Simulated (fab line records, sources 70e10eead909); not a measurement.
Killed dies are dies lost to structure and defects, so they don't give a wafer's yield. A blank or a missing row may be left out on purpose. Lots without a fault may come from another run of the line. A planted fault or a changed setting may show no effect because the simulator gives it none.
A struck lot beside a sound one | flow nand_harc | 14 steps out of a route of 1159
Sound: wafers L277.1, L277.2, L277.5. Struck: wafer L286.3. (L286.2 of the same lot was not struck and is left out.) The cause comes at the end.
At each step with rows: each side's tool, then ch and its chambers, then its first start. Under that, the readings that differ: sound wafers | struck wafers | difference of the means | sigmas: that difference in standard deviations of wafers without a fault.
alike: readings whose means differ by less than 2 such deviations, and words and numbers that are the same on both sides. not compared: withheld readings, readings that some wafer has no value for, bounds like >300 that may hide the same value, and numbers for which the record gives no deviation and whose values overlap.
The two part at a step that has a row with sigmas, a row that says differs or no value, or rows on one side only. Numbers that don't overlap but have no deviation are shown without sigmas and don't part them. A reading that every wafer of one side lacks parts them only if that side has two wafers or more.

first, 4 steps without rows for these wafers: NHARC_A_STAIRCASE_EXPOSE_181 (exposes mask STAIR 2); NHARC_A_STAIRCASE_PEB_182 (peb time 130 s); NHARC_A_STAIRCASE_DEVELOP_183 (time 140 s); NHARC_A_STAIRCASE_HARDBAKE_185 (time 140 s).
NHARC_A_STAIRCASE_DESCUM_186: chemistry O2, time 3 s.
  sound on rie_diel-10 ch 2,3, day 13 11:53; struck on rie_diel-09 ch 3, day 15 23:48
  alike: drypump_motor_current_A, mfc_ar_sccm, oes_product_au, rf_vpp_V, showerhead_plenum_p_Torr, throttle_valve_pct
  not compared: rf_hours_counter_h
then, 1 step without rows for these wafers: NHARC_A_STAIRCASE_TRIM_187 (chemistry O2, time 211.2 s).
NHARC_A_STAIRCASE_ETCH_188: etches the open film in C4F8/O2, target depth 100 nm, time 40.5 s.
  sound on rie_diel-10 ch 0,3; struck on rie_diel-09 ch 3
  alike: oes_product_au, rf_vpp_V
  not compared: rf_hours_counter_h
then, 1 step without rows for these wafers: NHARC_A_STAIRCASE_TRIM_189 (chemistry O2, time 211.2 s).
NHARC_A_STAIRCASE_ETCH_190: etches the open film in C4F8/O2, target depth 100 nm, time 40.5 s.
  sound on rie_diel-10 ch 0,1,3; struck on rie_diel-09 ch 1
  alike: oes_product_au, rf_vpp_V
  not compared: rf_hours_counter_h
NHARC_A_STAIRCASE_TRIM_191: chemistry O2, time 211.2 s.
  sound on rie_diel-10 ch 0,1,3; struck on rie_diel-09 ch 1
  reading          | sound             | struck | difference | sigmas
  run_length_s (s) | 232.2 232.3 231.9 | 233.2  | +1.1       | +2
  alike: drypump_motor_current_A, mfc_ar_sccm, oes_product_au, rf_vpp_V, showerhead_plenum_p_Torr, throttle_valve_pct
  not compared: rf_hours_counter_h
then, 1 step without rows for these wafers: NHARC_A_STAIRCASE_ETCH_192 (etches the open film in C4F8/O2, target depth 100 nm, time 40.5 s).
NHARC_A_STAIRCASE_TRIM_193: chemistry O2, time 211.2 s.
  sound on rie_diel-10 ch 1,3, day 13 12:44; struck on rie_diel-09 ch 1, day 16 01:35
  reading          | sound             | struck | difference | sigmas
  run_length_s (s) | 232.7 232.2 231.9 | 178.1  | -54.2      | -99 or more
  alike: drypump_motor_current_A, mfc_ar_sccm, oes_product_au, rf_vpp_V, showerhead_plenum_p_Torr, throttle_valve_pct
  not compared: rf_hours_counter_h
NHARC_A_STAIRCASE_ETCH_194: etches the open film in C4F8/O2, target depth 100 nm, time 40.5 s.
  sound on rie_diel-10 ch 0,1,3; struck on rie_diel-09 ch 1
  alike: oes_product_au, rf_vpp_V
  not compared: rf_hours_counter_h
then, 1 step without rows for these wafers: NHARC_END_SORT_01.

WHERE THEY PART
First at NHARC_A_STAIRCASE_TRIM_191; last, within this record, at NHARC_A_STAIRCASE_TRIM_193. Later steps at which nothing parts them and some readings are alike: NHARC_A_STAIRCASE_ETCH_194.

WHY: what the simulator had put in
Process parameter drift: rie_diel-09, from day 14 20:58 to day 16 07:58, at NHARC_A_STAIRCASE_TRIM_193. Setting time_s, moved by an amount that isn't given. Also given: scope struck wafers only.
